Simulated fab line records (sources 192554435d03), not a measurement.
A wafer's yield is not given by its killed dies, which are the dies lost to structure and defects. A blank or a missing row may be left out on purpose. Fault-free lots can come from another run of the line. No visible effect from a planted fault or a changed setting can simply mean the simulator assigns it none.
What tool caused it? | flow n5_finfet | Sampling: 12 lots, 36 wafers, 3 of 1938 route steps

== WHAT THE GAUGES SHOWED, per wafer ==
N5_BEOL_M2_CD_MEAS_35: target cd 18 nm, target cd y 22.2 nm.
lot  | measured     | on        | cd_nm (nm)
L076 | day 9 09:01  | cd_sem-01 | 17.88 17.76 17.68
L077 | day 9 12:13  | cd_sem-01 | 18.44 17.86 18.10
L080 | day 10 06:22 | cd_sem-03 | 18.18 18.54 18.20
L082 | day 10 09:01 | cd_sem-03 | 17.87 18.08 18.11
L084 | day 10 14:42 | cd_sem-02 | 17.91 17.56 18.44
L086 | day 11 06:10 | cd_sem-02 | 17.71 17.99 17.63
L088 | day 11 19:03 | cd_sem-02 | 17.84 17.76 18.20
L090 | day 12 04:53 | cd_sem-01 | 17.87 18.04 18.37
L092 | day 11 11:38 | cd_sem-01 | 18.44 17.58 17.66
L095 | day 13 04:22 | cd_sem-03 | 18.25 18.53 18.51
L097 | day 13 13:40 | cd_sem-03 | 18.71 18.43 18.01
L094 | day 13 18:01 | cd_sem-02 | 18.17 18.55 18.50

== WHAT TOOL EACH LOT RAN ON (gives the tool, then ch and the chambers of the sampled wafers, and finally the start) ==
lot  | N5_BEOL_M2_ALD_98                 | N5_BEOL_M2_VIA_ETCH_34
L076 | ald_sin-02 ch 0,3, day 8 00:56    | rie_diel-04 ch 1,2, day 9 08:37
L077 | ald_sin-02 ch 1,2, day 8 05:26    | rie_diel-04 ch 0,1,3, day 9 11:49
L080 | ald_sin-02 ch 1,2,3, day 8 22:35  | rie_diel-04 ch 0,1,2, day 10 05:58
L082 | ald_sin-04 ch 1,2, day 9 06:33    | rie_diel-05 ch 1,2, day 10 08:35
L084 | ald_sin-02 ch 0,2,3, day 9 14:57  | rie_diel-05 ch 0,3, day 10 14:17
L086 | ald_sin-03 ch 2,3, day 10 06:00   | rie_diel-05 ch 1,2, day 11 05:45
L088 | ald_sin-03 ch 0,2,3, day 10 15:20 | rie_diel-02 ch 1,2, day 11 18:38
L090 | ald_sin-04 ch 2,3, day 11 00:28   | rie_diel-04 ch 1,2, day 12 04:29
L092 | ald_sin-03 ch 0,1,3, day 11 10:50 | rie_diel-02 ch 0,2, day 11 11:13
L095 | ald_sin-03 ch 0,3, day 12 07:43   | rie_diel-02 ch 1,2,3, day 13 03:58
L097 | ald_sin-03 ch 1,2,3, day 12 14:33 | rie_diel-02 ch 2,3, day 13 13:15
L094 | ald_sin-04 ch 0,2, day 13 01:02   | rie_diel-05 ch 0,2, day 13 17:34
- N5_BEOL_M2_ALD_98: deposits SiO2, target thk 2.5 nm, pulse time 1 s, co reactant pulse time 1 s.
- N5_BEOL_M2_VIA_ETCH_34: etches the open film in C4F6/O2, target depth 69.4 nm, time 65.9 s.

== THE ANSWER, worked out from the rows above alone ==
Rule: the lots themselves supply what counts as usual. The widest of any qualifying gaps counts: lots, ordered by their means at a reading, are off when they make up no more than a third of the lots, leave a main group of 4 or more, and stand apart from it by 3 or more times the standard deviation of that group's means. The tables above print the reading to a certain number of digits; a main group whose means all agree to those digits is not used. A lot without any number at a reading at which 4 lots or more have one is off too. Any other lot the step has rows for is counted as sound.
Across all readings shown, no lot is off: no conclusion can be drawn from this.

== WHAT WAS PUT IN BY THE SIMULATOR ==
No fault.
